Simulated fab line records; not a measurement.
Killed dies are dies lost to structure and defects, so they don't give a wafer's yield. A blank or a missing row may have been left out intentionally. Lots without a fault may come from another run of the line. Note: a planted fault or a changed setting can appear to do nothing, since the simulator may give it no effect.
Split-lot study    flow n5 finfet    on a route of 1938 steps: 7 lots, 39 wafers read

THE SPLIT
At N5_BEOL_M12_ILD_DEP_00 (deposits SiOC from DEMS/O2, target thk 658.92 nm, time 130.7 s), the setting time s was moved away from the recipe's 130.7 s on 12 of the 39 wafers read, by +17.4% to +58.5%. All remaining wafers had this setting at the recipe value.

FROM THE SPLIT TO THE READING: what the file shows between them, 6 steps
- N5_BEOL_M12_THK_MEAS_01
- N5_BEOL_M12_COAT_58: time 60 s, resist thk 89 nm
- N5_BEOL_M12_COAT_04: resist thk 400 nm
- N5_BEOL_M12_DESCUM_15: chemistry O2, time 7.9 s
- N5_BEOL_M12_ETCH_59: etches BARC in N2/H2, target depth 89 nm, overetch 26.7 nm, time 67.9 s
- N5_BEOL_M12_VIA_ETCH_16: etches SiOC in C4F8/O2/Ar, target depth 724.8 nm

THE READING
oes product au, in a.u., at N5_BEOL_M12_STRIP_63 (strips in N2/H2). Typical for fault-free wafers on this fab line: 0.692 a.u., with standard deviation 0.0046 a.u.

wafer   tool, chamber at the split  time s as run, s  against the recipe  oes product au, a.u.  against lot-mates on the recipe
L076.1  pecvd-02, 2                 153.4             +17.4%              0.677                 -0.015
L076.2  pecvd-02, 0                 130.7             recipe              0.696                 -
L076.3  pecvd-02, 1                 130.7             recipe              0.684                 -
L076.4  pecvd-02, 0                 130.7             recipe              0.696                 -
L076.5  pecvd-02, 1                 153.4             +17.4%              0.678                 -0.014
L076.6  pecvd-02, 2                 153.4             +17.4%              0.683                 -0.009
L075.2  pecvd-03, 1                 130.7             recipe              0.698                 -
L075.3  pecvd-03, 0                 130.7             recipe              0.685                 -
L075.4  pecvd-03, 0                 130.7             recipe              0.691                 -
L082.1  pecvd-04, 1,0               130.7             recipe              0.688                 -
L082.2  pecvd-04, 2                 130.7             recipe              0.688                 -
L082.3  pecvd-04, 1,0               130.7             recipe              0.694                 -
L082.4  pecvd-04, 2                 130.7             recipe              0.696                 -
L082.5  pecvd-04, 1                 130.7             recipe              0.685                 -
L082.6  pecvd-04, 0                 130.7             recipe              0.696                 -
L086.1  pecvd-02, 1                 207.1             +58.5%              0.395                 -0.295
L086.2  pecvd-02, 2                 130.7             recipe              0.690                 -
L086.3  pecvd-02, 0                 130.7             recipe              0.687                 -
L086.4  pecvd-02, 0                 130.7             recipe              0.692                 -
L086.5  pecvd-02, 2,1               207.1             +58.5%              0.387                 -0.303
L086.6  pecvd-02, 2,1               207.1             +58.5%              0.362                 -0.328
L092.1  pecvd-04, 0                 130.7             recipe              0.702                 -
L092.2  pecvd-04, 1                 130.7             recipe              0.688                 -
L092.3  pecvd-04, 2                 130.7             recipe              0.693                 -
L092.4  pecvd-04, 2                 198.3             +51.7%              0.602                 -0.092
L092.5  pecvd-04, 0                 198.3             +51.7%              0.557                 -0.137
L092.6  pecvd-04, 1                 198.3             +51.7%              0.592                 -0.102
L093.1  pecvd-04, 0,1               130.7             recipe              0.689                 -
L093.2  pecvd-04, 1                 130.7             recipe              0.700                 -
L093.3  pecvd-04, 2                 130.7             recipe              0.693                 -
L093.4  pecvd-04, 0,1               130.7             recipe              0.692                 -
L093.5  pecvd-04, 0                 130.7             recipe              0.690                 -
L093.6  pecvd-04, 2                 130.7             recipe              0.696                 -
L097.1  pecvd-03, 0                 171.7             +31.4%              0.674                 -0.017
L097.2  pecvd-03, 1                 130.7             recipe              0.690                 -
L097.3  pecvd-03, 2                 130.7             recipe              0.695                 -
L097.4  pecvd-03, 1                 130.7             recipe              0.689                 -
L097.5  pecvd-03, 2                 171.7             +31.4%              0.671                 -0.020
L097.6  pecvd-03, 0                 171.7             +31.4%              0.671                 -0.020
If several chambers appear in one row, that row covers several wafers at once and the file leaves open which wafer was in which chamber.

THE FIT
A straight line over all 39 wafers: oes product au changes by -0.00351 a.u. for each +1% of time s; r = -0.84; the points scatter about the line by 0.047 a.u.
The same after taking each lot's own level away (the mean of its wafers on the recipe; 39 wafers): -0.00351 a.u. for each +1%; r = -0.85; scatter 0.046 a.u.
On that fit, the largest move of time s shifts the reading by 0.2 a.u.
The span of the lots' own levels, 0.6897 to 0.6943 a.u., comes to 1.0 times the standard deviation stated above.
Consequently the slope shifts little with the lot-to-lot level, the two slopes agreeing.
Check: -0.179 a.u. against its lot-mates is what the line predicts for one of the wafers moved furthest among these (+58.5%) when that wafer is left out of the fit. It came out at -0.295 a.u. against them.

THESE WAFERS: OTHER SPLITS
Before the reading, these wafers also passed through other splits. Each is held against what the fit with the lots' levels taken away leaves over:
other split on the same wafers       wafers away from the commonest value  r with oes product au (lot level and that fit taken away)
N5_BEOL_M10_ILD_DEP_00 target thk a  6                                     +0.08

THE WHOLE CHAIN: every reading that the file lists as answering this split, in the file's order
step                     what it does                                                    reading                                                                              change (the file's fit)                    r (the file's)
N5_BEOL_M12_ILD_DEP_00   deposits SiOC from DEMS/O2, target thk 658.92 nm, time 130.7 s  SiOC_of_BEOL_M12_ILD_DEP_00.thk nm (the simulator's own value, which no gauge read)  +6.71 nm for each +1% of the setting       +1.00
N5_BEOL_M12_THK_MEAS_01                                                                  M12_ILD_THK                                                                          +6.71 for each +1% of the setting          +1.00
N5_BEOL_M12_VIA_ETCH_16  etches SiOC in C4F8/O2/Ar, target depth 724.8 nm                etch.depth nm (the simulator's own value, which no gauge read)                       +6.71 nm for each +1% of the setting       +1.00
N5_BEOL_M12_VIA_ETCH_16  etches SiOC in C4F8/O2/Ar, target depth 724.8 nm                coat_of_BEOL_M12_COAT_04.thk nm (the simulator's own value, which no gauge read)     -1.98 nm for each +1% of the setting       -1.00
N5_BEOL_M12_STRIP_63     strips in N2/H2                                                 oes product au                                                                       -0.00333 a.u. for each +1% of the setting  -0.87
N5_BEOL_M12_STRIP_63     strips in N2/H2                                                 strip time to endpoint s                                                             withheld for each +1% of the setting       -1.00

THE FILE'S OWN FIT
oes product au changes by -0.00333 a.u. for each +1% of time s, r = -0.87.
